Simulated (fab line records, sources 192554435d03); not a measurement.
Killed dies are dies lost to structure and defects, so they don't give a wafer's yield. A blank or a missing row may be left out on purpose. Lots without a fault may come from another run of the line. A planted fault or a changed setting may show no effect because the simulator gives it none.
fab line records | flow n5_finfet
record lots=5 wafers=15 last_day=17
route steps=1938 shown BEOL_M4@1099 BEOL_M5@1112 BEOL_M7@1285 PASSIVATION@1936
lots that met no fault: from a run of the same line without faults
start_h: hours from the record's first day to the start of the lot's first wafer shown | wait_h: hours since the lot's step before | " the same as in the row above | L1.1+2: a row that stands for several wafers | - no value, or no start given | * or withheld: withheld | < > ~ a bound
route shown NAME@n: a module of which the file shows steps, and the number in the route of the first | usual: mean/standard deviation of fault-free wafers | same: alike in all rows | chamber/n: place in a boat | sites: the reading at each site | _std_site: their standard deviation | _edge_site: outer sites' mean less inner sites' | radius_mm: how far each site lies from the wafer's centre | mask NAME#n: copy n | behind: the tool/chamber that last shaped the wafer | hold: why the lot was held/for how many hours/how that ended | device: the transistor (n, p or np) that didn't switch | end of line: the same wafers' tests at the end of the route | a step without rows: its recipe alone | killed: dies lost to structure and defects at the first sort, not the wafer's yield | map: a wafer's dies, x killed, . not, _ none there
set.NAME: the setting as run; set.NAME@STEP: as run at that earlier step | model.NAME: the simulator's own value behind a step, which no gauge read
lots at some steps of the route; a table a step, a row a wafer
services: from which hour (start_h, from the record's first day; less than 0 if before it) a tool's chamber was out of use, for how many hours, and why
## steps
# step N5_BEOL_M4_ANNEAL_95
# recipe temp_c=400 time_s=240 ambient=vacuum
# step N5_BEOL_M4_SPUTTER_96
# recipe material=Cu target_thk_a=45 temp_c=-20 chamber_pressure_pa=0.07 power_w=withheld time_s=8.29
# step N5_BEOL_M4_ECD_50
# recipe material=Cu target_thk_a=3000
# step N5_BEOL_M4_ANNEAL_51
# recipe temp_c=225 time_s=90 ambient=N2
# step N5_BEOL_M4_CMP_52
# recipe stop_on=SiOC t_overpolish_s=6.8 down_force_psi=1 platen_rpm=50 clearing_platen_down_force_psi=1.5 clearing_platen_rpm=50 post_cmp_clean=cu_alkaline target_thk_nm=40 clearing_platen_pad_velocity_m_s=0.99484 pad_velocity_m_s=0.99484
# step N5_BEOL_M4_PRE_CLEAN_60
# recipe gas=NH3/H2 time_s=15 temp_c=* rf_power_w=300
# step N5_BEOL_M4_CO_CAP_55
# recipe material=Co target_thk_a=20 temp_c=200 precursor=CCTBA/H2 pressure_torr=30 time_s=102.1
# step N5_BEOL_M4_PRE_CLEAN_56
# recipe gas=NH3 time_s=15 temp_c=withheld rf_power_w=300
# step N5_BEOL_M4_DEP_57
# recipe material=SiCN target_thk_a=80 temp_c=withheld precursor=3MS/NH3 pressure_torr=3 rf_w=202 time_s=14
# step N5_BEOL_M4_RC_MEAS_101
# usual DIBL_N=36.4/1.5 DIBL_P=36.4/1.6 IOFF_N=0.164/0.025 IOFF_P=0.214/0.028 ION_N=675/9.9 ION_P=463/6.5 SS_N=71.5/0.5 SS_P=73.3/0.56 VT_N=249.2/2.7 VT_P=-250.1/2.8
# columns lot.wafer tool chamber start_h wait_h DIBL_N[mV/V] DIBL_P[mV/V] IOFF_N[nA/um] IOFF_P[nA/um] ION_N[uA/um] ION_P[uA/um] SS_N[mV/dec] SS_P[mV/dec] VT_N[mV] VT_P[mV]
L130.2 prober-02 0 164.35 0.2 36.9 36.0 0.149 0.180 663 449 71.6 73.3 247.9 -254.4
L130.3 " 0 " " 37.6 36.7 0.156 0.191 674 452 71.2 73.5 250.3 -252.5
L130.4 " 0 " " 37.0 36.4 0.146 0.184 677 463 71.7 72.6 250.0 -253.9
L143.1 prober-01 0 244.25 0.2 32.9 34.8 0.122 0.178 669 458 70.7 72.4 251.5 -250.4
L143.2 " 0 " " 34.5 37.4 0.146 0.209 678 469 71.4 73.6 251.8 -251.0
L143.4 " 0 " " 32.8 34.1 0.117 0.167 658 452 71.4 72.6 252.9 -254.3
L145.2 prober-02 0 265.09 0.2 36.7 35.9 0.172 0.212 678 460 71.6 73.2 250.0 -252.2
L145.3 " 0 " " 35.6 34.0 0.149 0.185 679 466 71.0 72.5 251.9 -249.8
L145.5 " 0 " " 35.6 34.0 0.141 0.182 669 457 71.2 72.2 252.1 -252.6
L146.3 prober-02 0 270.10 0.7 34.1 33.4 0.139 0.180 680 469 70.3 73.1 249.9 -253.1
L146.4 " 0 " " 36.8 36.7 0.181 0.211 686 466 70.4 73.2 247.8 -249.4
L146.6 " 0 " " 35.2 35.4 0.157 0.195 676 469 70.7 72.9 247.9 -250.3
L153.1 prober-02 0 303.08 0.0 37.1 35.9 0.165 0.203 675 460 71.3 73.4 249.8 -249.2
L153.2 " 0 " " 38.6 37.3 0.201 0.237 685 466 71.6 74.3 247.9 -247.4
L153.5 " 0 " " 36.7 35.5 0.166 0.198 673 454 71.4 73.5 246.7 -250.3
# step N5_BEOL_M5_ILD_DEP_00
# recipe material=SiCOH_lowk target_thk_a=1406.4 temp_c=300 precursor=DEMS/porogen pressure_torr=5 rf_w=500 time_s=25.9
# step N5_BEOL_M5_CURE_79
# recipe temp_c=385 time_s=240 ambient=He/Ar material=SiCOH_lowk
# step N5_BEOL_M5_PECVD_70
# recipe material=SiO2 target_thk_a=160 temp_c=400 precursor=TEOS/O2 pressure_torr=5.5 rf_w=450 teos_flow_sccm=53.8 gas=O2 flow_sccm=3000 time_s=18
# step N5_BEOL_M5_HM_DEP_02
# recipe material=TiN target_thk_a=200 temp_c=25 chamber_pressure_pa=0.49996
# step N5_BEOL_M5_COAT_59
# recipe resist=SOC temp_c=250 time_s=60 spin_rpm=1500 resist_thk_nm=60
# step N5_BEOL_M5_COAT_60
# recipe resist=SiARC temp_c=220 time_s=60 spin_rpm=1500 resist_thk_nm=12
# step N5_BEOL_M5_COAT_71
# recipe resist=underlayer temp_c=205 time_s=60 spin_rpm=1500 resist_thk_nm=5
# step N5_BEOL_M5_COAT_05
# recipe resist=CAR-EUV spin_rpm=1500 resist_thk_nm=30
# step N5_BEOL_M5_EBR_07
# recipe solvent=PGMEA ebr_width_mm=1.5
# step N5_BEOL_M5_SOFTBAKE_06
# recipe temp_c=110 time_s=60 resist=CAR-EUV
# step N5_BEOL_M5_EXPOSE_08
# recipe mask_id=M5 na=0.33 source_shape=annular sigma_inner=0.4 sigma_outer=0.8 polarization=unpolarized target_cd_nm=28 dose_mj=35.75
# step N5_BEOL_M5_PEB_09
# recipe peb_temp_c=100 peb_time_s=60 resist=CAR-EUV
# step N5_BEOL_M5_DEVELOP_10
# recipe develop_time_s=30 developer=TMAH resist=CAR-EUV rinse_liquid=surfactant_rinse dry=air_spin dev_temp_c=23
# step N5_BEOL_M5_DESCUM_16
# recipe chemistry=O2 time_s=7 source_power_w=50 bias_power_w=20 pressure_mtorr=20 rf_frequency_hz=2.712e+07 temp_c=40 resist=CAR-EUV o2_flow_sccm=225
# step N5_BEOL_M5_ETCH_72
# recipe chemistry=N2/H2 target=underlayer target_depth_a=65 mask_material=CAR-EUV time_s=5.2 ion_energy_ev=200 pressure_mtorr=30 source_w=840 bias_w=150 n2_flow_sccm=200 h2_flow_sccm=200 ends=cleared
# step N5_BEOL_M5_ETCH_61
# recipe chemistry=CF4 target=SiARC target_depth_a=156 mask_material=CAR-EUV time_s=26 ion_energy_ev=80 pressure_mtorr=40 source_w=545 bias_w=36 Ar_flow_sccm=100 cf4_flow_sccm=100 ends=cleared
# step N5_BEOL_M5_ETCH_62
# recipe chemistry=N2/H2 target=SOC target_depth_a=750 overetch_a=150 mask_material=SiARC temp_c=40 time_s=112.5 ion_energy_ev=200 pressure_mtorr=30 source_w=840 bias_w=150 n2_flow_sccm=200 h2_flow_sccm=200
# step N5_BEOL_M5_STRIP_63
# recipe chemistry=N2/H2 temp_c=40 n2_flow_sccm=200 h2_flow_sccm=200 rf_frequency_hz=6e+07
# step N5_BEOL_M5_STRIP_73
# recipe chemistry=N2/H2 temp_c=40 n2_flow_sccm=200 h2_flow_sccm=200 rf_frequency_hz=6e+07
# step N5_BEOL_M5_STRIP_64
# recipe chemistry=CF4 resist=SiARC power_w=300 bias_power_w=75 pressure_mtorr=50 cf4_flow_sccm=150 rf_frequency_hz=6e+07
# step N5_BEOL_M5_HM_OPEN_17
# recipe chemistry=Cl2/BCl3 target_depth_a=200 overetch_a=60 target=TiN mask_material=SOC ion_energy_ev=150 pressure_mtorr=10 icp_w=1000 bias_w=126 Cl2_flow_sccm=53.25 bcl3_flow_sccm=21.75 Ar_flow_sccm=25
# step N5_BEOL_M5_STRIP_19
# recipe chemistry=O2 power_w=400 temp_c=40 pressure_mtorr=30 rf_frequency_hz=6e+07 bias_power_w=0 overash_fraction=0.2 o2_flow_sccm=225
# step N5_BEOL_M5_COAT_65
# recipe resist=SOC temp_c=250 time_s=60 spin_rpm=1500 resist_thk_nm=60
# step N5_BEOL_M5_COAT_66
# recipe resist=SiARC temp_c=220 time_s=60 spin_rpm=1500 resist_thk_nm=12
# step N5_BEOL_M7_STRIP_19
# recipe chemistry=O2 power_w=400 temp_c=40 pressure_mtorr=30 rf_frequency_hz=6e+07 bias_power_w=0 overash_fraction=0.2 o2_flow_sccm=225
# usual bias_power_w=0/0 chamber_pressure_mTorr=30.00/0.033 drypump_motor_current_A=5.5/0.5 oes_product_au=0.78/0.084 rf_vpp_V=3.7/0.57 showerhead_plenum_p_Torr=2.10/0.064 throttle_valve_pct=16.69/0.23
# columns lot.wafer tool chamber start_h wait_h bias_power_w chamber_pressure_mTorr drypump_motor_current_A oes_product_au rf_hours_counter_h rf_vpp_V showerhead_plenum_p_Torr throttle_valve_pct model.SOC_of_BEOL_M7_COAT_59.thk_nm
L130.2 rie_diel-06 0 186.63 0.1 0 30.03 5.5 0.76 152 4.6 2.01 16.88 0
L130.3 " 3 " " 0 30.04 6.7 0.89 38 3.6 2.13 16.42 0
L130.4 " 2 " " 0 30.02 5.7 0.75 140 3.3 2.01 17.02 0
L143.1 rie_diel-05 0 267.37 0.1 - - - - - - - - 91.6
L143.2 " 1 " " - - - - - - - - 91.8
L143.4 " 2 " " - - - - - - - - 91.8
L145.2 rie_diel-06 2 288.55 0.1 - - - - - - - - 92
L145.3 " 3 " " - - - - - - - - 92.4
L145.5 " 2 " " - - - - - - - - 92.2
L146.3 rie_diel-05 2 294.85 0.1 - - - - - - - - 92
L146.4 " 0 " " - - - - - - - - 91.6
L146.6 " 2 " " - - - - - - - - 92.4
L153.1 rie_diel-03 2 327.69 0.2 0 30.06 4.8 0.87 41 3.3 2.05 16.18 0
L153.2 " 1 " " 0 30.01 5.1 0.68 246 3.9 2.15 16.76 0
L153.5 " 0 " " 0 29.96 5.3 0.68 - 3.5 2.15 16.81 0
# step N5_BEOL_M7_ETCH_66
# recipe chemistry=N2/H2 target=SOC target_depth_a=800 overetch_a=160 mask_material=SiARC temp_c=40 time_s=120 ion_energy_ev=200 pressure_mtorr=30 source_w=840 bias_w=150 n2_flow_sccm=200 h2_flow_sccm=200
# usual drypump_motor_current_A=5.5/0.5 oes_product_au=0.60/0.062 rf_vpp_V=523.9/2.3 showerhead_plenum_p_Torr=2.55/0.077 throttle_valve_pct=17.80/0.29
# same time_s=120
# columns lot.wafer tool chamber start_h wait_h drypump_motor_current_A oes_product_au rf_hours_counter_h rf_vpp_V showerhead_plenum_p_Torr throttle_valve_pct model.etch.depth_nm
L130.2 rie_diel-06 1 188.75 0.0 5.4 0.66 63 525.2 2.59 17.90 60.31
L130.3 " 3 " " 6.8 0.68 38 526.6 2.59 17.49 60.43
L130.4 " 2 " " 5.7 0.57 140 522.1 2.45 18.27 60.14
L143.1 rie_diel-03 1 268.07 0.0 5.2 0.67 231 525.5 2.61 17.94 90.78
L143.2 " 3 " " 5.1 0.81 114 524.9 2.55 17.68 94.7
L143.4 " 0 " " 5.3 0.68 222 525.7 2.63 17.97 92.92
L145.2 rie_diel-06 3 289.98 0.0 6.8 0.84 75 524.6 2.57 17.60 97.64
L145.3 " 0 " " 5.5 0.73 185 520.4 2.42 18.04 96.35
L145.5 " 3 " " 6.8 0.83 - 524.7 2.57 17.59 96.77
L146.3 rie_diel-03 0 295.64 0.0 5.4 0.68 229 525.1 2.62 17.98 94.5
L146.4 " 3 " " 5.1 0.81 - 525.7 2.55 17.70 95.55
L146.6 " 2 " " 4.8 0.88 - 522.4 2.48 17.27 95.03
L153.1 rie_diel-03 1 328.55 0.0 5.2 0.52 246 526.0 2.61 17.94 60.15
L153.2 " 2 " " 4.8 0.66 41 521.2 2.47 17.27 60.03
L153.5 " 0 " " 5.3 0.52 - 526.7 2.62 17.96 59.86
# step N5_BEOL_M7_VIA_ETCH_34
# recipe chemistry=C4F6/O2 target=SiCOH_lowk target_depth_a=1255 mask_material=SOC taper_deg=4 time_s=50.5 ion_energy_ev=250 pressure_mtorr=30 source_w=345 bias_w=185 Ar_flow_sccm=300 C4F6_flow_sccm=10 O2_flow_sccm=10
# usual drypump_motor_current_A=5.5/0.5 oes_product_au=0.78/0.086 rf_vpp_V=666/7.7 showerhead_plenum_p_Torr=2.86/0.079 throttle_valve_pct=20.91/0.23
# same time_s=50.5
# columns lot.wafer tool chamber start_h wait_h drypump_motor_current_A oes_product_au rf_hours_counter_h rf_vpp_V showerhead_plenum_p_Torr throttle_valve_pct
L130.2 rie_diel-06 1 188.85 0.0 5.4 0.87 63 672 2.89 20.99
L130.3 " 3 " " 6.8 0.89 39 672 2.91 20.74
L130.4 " 2 " " 5.7 0.73 140 669 2.74 21.25
L143.1 rie_diel-03 1 268.17 0.0 5.2 0.26 231 661 2.93 20.84
L143.2 " 3 " " 5.1 0.30 114 656 2.87 20.66
L143.4 " 0 " " 5.3 0.26 222 679 2.92 20.75
L145.2 rie_diel-06 3 290.08 0.0 6.8 0.30 75 670 2.90 20.65
L145.3 " 0 " " 5.5 0.28 185 654 2.73 21.05
L145.5 " 3 " " 6.8 0.31 - 670 2.89 20.65
L146.3 rie_diel-03 0 295.74 0.0 5.3 0.26 229 678 2.92 20.74
L146.4 " 3 " " 5.1 0.30 - 655 2.86 20.67
L146.6 " 2 " " 4.8 0.33 - 663 2.80 20.30
L153.1 rie_diel-03 1 328.65 0.0 5.2 0.66 246 662 2.92 21.01
L153.2 " 2 " " 4.8 0.86 41 663 2.79 20.48
L153.5 " 0 " " 5.3 0.67 - 677 2.91 20.91
# step N5_PASSIVATION_PROBE_49
# usual defect_limited_yield=91.1/1.4 killed_at_M0_to_M3=35/8.7 killed_at_M4_up=14/5.3 killed_at_contacts=12/6.2 killed_at_front_end=41/12 killed_at_other=3.4/2.6 killed_dies=105/16 killed_on_rim=14/3.8 killed_open=67/13 killed_short=36/7.3 sort_bin_5_function=5.2/0.96 sort_bin_6_memory=3.3/0.6 sort_n_pass=1075/16 sort_yield_pct=91.1/1.4
# same gross_dies=1180 killed_at_back_side=0 sort_bin_4_leakage[%]=0 sort_bin_8_speed[%]=0
# columns lot.wafer tool chamber start_h wait_h defect_limited_yield[%] killed_at_M0_to_M3 killed_at_M4_up killed_at_contacts killed_at_front_end killed_at_other killed_dies killed_on_rim killed_open killed_short sort_bin_5_function[%] sort_bin_6_memory[%] sort_n_pass sort_yield_pct[%]
L143.1 prober-02 - 345.30 0.0 0 31 1095 6 48 0 1180 152 69 36 96.2 3.5 0 0
L143.2 prober-02 - 345.35 0.1 0 34 1104 13 24 5 1180 152 71 24 96.4 3.4 0 0
L143.4 prober-02 - 345.45 0.2 0 40 1114 2 16 8 1180 152 56 36 96.2 3.2 0 0
L146.3 prober-02 - 365.01 0.1 0 32 1090 15 39 4 1180 152 68 28 96.0 3.3 0 0
L146.4 prober-02 - 365.06 0.2 0 31 1065 22 54 8 1180 152 89 39 95.5 4.2 0 0
L146.6 prober-02 - 365.16 0.3 0 39 1090 26 22 3 1180 152 71 26 96.4 3.1 0 0
L145.2 prober-02 - 368.35 0.1 0 32 1095 17 30 6 1180 152 77 26 95.3 4.3 0 0
L145.3 prober-02 - 368.40 0.1 0 40 1098 10 28 4 1180 152 76 32 95.2 4.1 0 0
L145.5 prober-02 - 368.50 0.2 0 20 1104 10 42 4 1180 152 60 27 97.4 2.6 0 0
# killed by level:class
L143.1 BEOL_M7:area_etch=1056 BEOL_M7:plasma_strip_residue=15 BEOL_M3:geometric_particle:open=11 BEOL_M4:geometric_particle:open=11 DUMMY_GATE:geometric_particle:open=8 FIN_SAQP:geometric_particle:open=7 STI_FIN_REVEAL:geometric_particle:open=6 MOL_CONTACT_COAG:geometric_particle:open=5
L143.2 BEOL_M7:area_etch=1068 BEOL_M7:plasma_strip_residue=16 MOL_CONTACT_COAG:geometric_particle:open=12 BEOL_M4:geometric_particle:open=12 BEOL_M0_SAQP:geometric_particle:short=9 BEOL_M0_SAQP:geometric_particle:open=7 FIN_SAQP:geometric_particle:open=6 BEOL_M2:geometric_particle:open=6
L143.4 BEOL_M7:area_etch=1074 BEOL_M7:plasma_strip_residue=13 BEOL_M0_SAQP:geometric_particle:open=10 BEOL_M0_SAQP:geometric_particle:short=9 BEOL_M4:geometric_particle:open=9 BEOL_M1:geometric_particle:open=6 BEOL_M1:geometric_particle:short=6 BEOL_M2:geometric_particle:open=5
L146.3 BEOL_M7:area_etch=1074 FIN_SAQP:geometric_particle:open=13 MOL_CONTACT_COAG:geometric_particle:open=12 FIN_SAQP:geometric_particle:short=9 BEOL_M7:plasma_strip_residue=9 BEOL_M1:geometric_particle:open=9 BEOL_M3:geometric_particle:open=7 STI_FIN_REVEAL:geometric_particle:open=6
L146.4 BEOL_M7:area_etch=1040 FIN_SAQP:geometric_particle:open=28 MOL_CONTACT_COAG:geometric_particle:open=20 FIN_SAQP:geometric_particle:short=15 BEOL_M7:plasma_strip_residue=12 BEOL_M2:geometric_particle:open=12 BEOL_M2:geometric_particle:short=6 BEOL_M4:geometric_particle:open=6
L146.6 BEOL_M7:area_etch=1074 MOL_CONTACT_COAG:geometric_particle:open=21 FIN_SAQP:geometric_particle:open=9 BEOL_M7:plasma_strip_residue=9 BEOL_M1:geometric_particle:open=8 FIN_SAQP:geometric_particle:short=7 BEOL_M3:geometric_particle:open=7 BEOL_M0_SAQP:geometric_particle:short=6
L145.2 BEOL_M7:area_etch=1062 BEOL_M7:plasma_strip_residue=15 MOL_CONTACT_COAG:geometric_particle:open=15 BEOL_M3:geometric_particle:open=9 FIN_SAQP:geometric_particle:open=7 BEOL_M0:geometric_particle:open=7 DUMMY_GATE:geometric_particle:open=6 STI_FIN_REVEAL:geometric_particle:open=5
L145.3 BEOL_M7:area_etch=1050 BEOL_M7:plasma_strip_residue=22 BEOL_M4:geometric_particle:open=15 MOL_CONTACT_COAG:geometric_particle:open=8 BEOL_M3:geometric_particle:open=7 BEOL_M0_SAQP:geometric_particle:short=7 DUMMY_GATE:geometric_particle:open=6 BEOL_M2:geometric_particle:open=6
L145.5 BEOL_M7:area_etch=1079 FIN_SAQP:geometric_particle:open=15 BEOL_M7:plasma_strip_residue=14 FIN_SAQP:geometric_particle:short=7 MOL_CONTACT_COAG:geometric_particle:open=7 BEOL_M3:geometric_particle:open=6 STARTING-WAFER:geometric_particle:open=6 STI_FIN_REVEAL:geometric_particle:open=5
# map L143.1 (x killed, . not)
_________________xxxxxxxxxxxx________________
______________xxxxxxxxxxxxxxxxxx_____________
___________xxxxxxxxxxxxxxxxxxxxxxxx__________
__________xxxxxxxxxxxxxxxxxxxxxxxxxx_________
________xxxxxxxxxxxxxxxxxxxxxxxxxxxxxx_______
_______xxxxxxxxxxxxxxxxxxxxxxxxxxxxxxxx______
______xxxxxxxxxxxxxxxxxxxxxxxxxxxxxxxxxx_____
_____xxxxxxxxxxxxxxxxxxxxxxxxxxxxxxxxxxxx____
____xxxxxxxxxxxxxxxxxxxxxxxxxxxxxxxxxxxxxx___
___xxxxxxxxxxxxxxxxxxxxxxxxxxxxxxxxxxxxxxxx__
___xxxxxxxxxxxxxxxxxxxxxxxxxxxxxxxxxxxxxxxx__
__xxxxxxxxxxxxxxxxxxxxxxxxxxxxxxxxxxxxxxxxxx_
__xxxxxxxxxxxxxxxxxxxxxxxxxxxxxxxxxxxxxxxxxx_
_xxxxxxxxxxxxxxxxxxxxxxxxxxxxxxxxxxxxxxxxxxxx
_xxxxxxxxxxxxxxxxxxxxxxxxxxxxxxxxxxxxxxxxxxxx
_xxxxxxxxxxxxxxxxxxxxxxxxxxxxxxxxxxxxxxxxxxxx
_xxxxxxxxxxxxxxxxxxxxxxxxxxxxxxxxxxxxxxxxxxxx
_xxxxxxxxxxxxxxxxxxxxxxxxxxxxxxxxxxxxxxxxxxxx
_xxxxxxxxxxxxxxxxxxxxxxxxxxxxxxxxxxxxxxxxxxxx
_xxxxxxxxxxxxxxxxxxxxxxxxxxxxxxxxxxxxxxxxxxxx
_xxxxxxxxxxxxxxxxxxxxxxxxxxxxxxxxxxxxxxxxxxxx
__xxxxxxxxxxxxxxxxxxxxxxxxxxxxxxxxxxxxxxxxxx_
__xxxxxxxxxxxxxxxxxxxxxxxxxxxxxxxxxxxxxxxxxx_
___xxxxxxxxxxxxxxxxxxxxxxxxxxxxxxxxxxxxxxxx__
___xxxxxxxxxxxxxxxxxxxxxxxxxxxxxxxxxxxxxxxx__
____xxxxxxxxxxxxxxxxxxxxxxxxxxxxxxxxxxxxxx___
_____xxxxxxxxxxxxxxxxxxxxxxxxxxxxxxxxxxxx____
______xxxxxxxxxxxxxxxxxxxxxxxxxxxxxxxxxx_____
_______xxxxxxxxxxxxxxxxxxxxxxxxxxxxxxxx______
________xxxxxxxxxxxxxxxxxxxxxxxxxxxxxx_______
__________xxxxxxxxxxxxxxxxxxxxxxxxxx_________
___________xxxxxxxxxxxxxxxxxxxxxxxx__________
______________xxxxxxxxxxxxxxxxxx_____________
_________________xxxxxxxxxxxx________________
# map L145.2 (x killed, . not)
_________________xxxxxxxxxxxx________________
______________xxxxxxxxxxxxxxxxxx_____________
___________xxxxxxxxxxxxxxxxxxxxxxxx__________
__________xxxxxxxxxxxxxxxxxxxxxxxxxx_________
________xxxxxxxxxxxxxxxxxxxxxxxxxxxxxx_______
_______xxxxxxxxxxxxxxxxxxxxxxxxxxxxxxxx______
______xxxxxxxxxxxxxxxxxxxxxxxxxxxxxxxxxx_____
_____xxxxxxxxxxxxxxxxxxxxxxxxxxxxxxxxxxxx____
____xxxxxxxxxxxxxxxxxxxxxxxxxxxxxxxxxxxxxx___
___xxxxxxxxxxxxxxxxxxxxxxxxxxxxxxxxxxxxxxxx__
___xxxxxxxxxxxxxxxxxxxxxxxxxxxxxxxxxxxxxxxx__
__xxxxxxxxxxxxxxxxxxxxxxxxxxxxxxxxxxxxxxxxxx_
__xxxxxxxxxxxxxxxxxxxxxxxxxxxxxxxxxxxxxxxxxx_
_xxxxxxxxxxxxxxxxxxxxxxxxxxxxxxxxxxxxxxxxxxxx
_xxxxxxxxxxxxxxxxxxxxxxxxxxxxxxxxxxxxxxxxxxxx
_xxxxxxxxxxxxxxxxxxxxxxxxxxxxxxxxxxxxxxxxxxxx
_xxxxxxxxxxxxxxxxxxxxxxxxxxxxxxxxxxxxxxxxxxxx
_xxxxxxxxxxxxxxxxxxxxxxxxxxxxxxxxxxxxxxxxxxxx
_xxxxxxxxxxxxxxxxxxxxxxxxxxxxxxxxxxxxxxxxxxxx
_xxxxxxxxxxxxxxxxxxxxxxxxxxxxxxxxxxxxxxxxxxxx
_xxxxxxxxxxxxxxxxxxxxxxxxxxxxxxxxxxxxxxxxxxxx
__xxxxxxxxxxxxxxxxxxxxxxxxxxxxxxxxxxxxxxxxxx_
__xxxxxxxxxxxxxxxxxxxxxxxxxxxxxxxxxxxxxxxxxx_
___xxxxxxxxxxxxxxxxxxxxxxxxxxxxxxxxxxxxxxxx__
___xxxxxxxxxxxxxxxxxxxxxxxxxxxxxxxxxxxxxxxx__
____xxxxxxxxxxxxxxxxxxxxxxxxxxxxxxxxxxxxxx___
_____xxxxxxxxxxxxxxxxxxxxxxxxxxxxxxxxxxxx____
______xxxxxxxxxxxxxxxxxxxxxxxxxxxxxxxxxx_____
_______xxxxxxxxxxxxxxxxxxxxxxxxxxxxxxxx______
________xxxxxxxxxxxxxxxxxxxxxxxxxxxxxx_______
__________xxxxxxxxxxxxxxxxxxxxxxxxxx_________
___________xxxxxxxxxxxxxxxxxxxxxxxx__________
______________xxxxxxxxxxxxxxxxxx_____________
_________________xxxxxxxxxxxx________________
## services
# columns tool chamber start_h hours kind
rie_diel-05 1 189.36 - clean
rie_diel-05 1 189.36 - consumable_replace:focus_ring
rie_diel-05 1 189.36 - consumable_replace:showerhead
rie_diel-05 1 189.36 17.0 scheduled_down
rie_diel-05 1 189.36 17.0 vent_cycle
rie_diel-03 2 208.36 12.5 repair
rie_diel-03 3 217.87 22.0 repair
rie_diel-05 2 219.60 - clean
rie_diel-05 2 219.60 - consumable_replace:focus_ring
rie_diel-05 2 219.60 16.4 scheduled_down
rie_diel-05 2 219.60 16.4 vent_cycle
rie_diel-05 3 240.96 8.6 repair
rie_diel-05 2 283.44 5.7 repair
rie_diel-03 1 291.24 4.8 repair
rie_diel-03 - 296.14 0.2 repair
rie_diel-06 - 307.82 0.2 repair
## key
first_sign step=N5_BEOL_M7_STRIP_19 reading=tool_record direction=missing
effect step=N5_BEOL_M7_ETCH_66 reading=oes_product_au direction=up sigmas=2.7 usual=0.60 struck=0.77
effect step=N5_BEOL_M7_VIA_ETCH_34 reading=oes_product_au direction=down sigmas=5.7 usual=0.78 struck=0.29
effect step=N5_PASSIVATION_PROBE_49 reading=killed_at_M4_up direction=up sigmas=99+ usual=14 struck=1095
model_effect step=N5_BEOL_M7_STRIP_19 value=SOC_of_BEOL_M7_COAT_59.thk_nm without=0 struck=91.98
model_effect step=N5_BEOL_M7_ETCH_66 value=etch.depth_nm without=60.01 struck=94.91
more_kills_born_at N5_BEOL_M7_ETCH_66@rie_diel-03=6386 N5_BEOL_M7_ETCH_66@rie_diel-06=3191
met_at N5_BEOL_M7_STRIP_19
struck_wafers L143.1,L143.2,L143.4,L145.2,L145.3,L145.5,L146.3,L146.4,L146.6
later_rows_left_out L143.1,L143.2,L143.4,L145.2,L145.3,L145.5,L146.3,L146.4,L146.6
onset_between 186.63 267.37
fault kind=skipped_step_whole tool=rie_diel-05,rie_diel-06 chamber=- onset_h=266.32 steps=N5_BEOL_M7_STRIP_19 scope=struck_lots_only
# later_rows_left_out: the simulator's readings of these wafers behind a module that went badly wrong aren't trusted and aren't shown, but for the sort
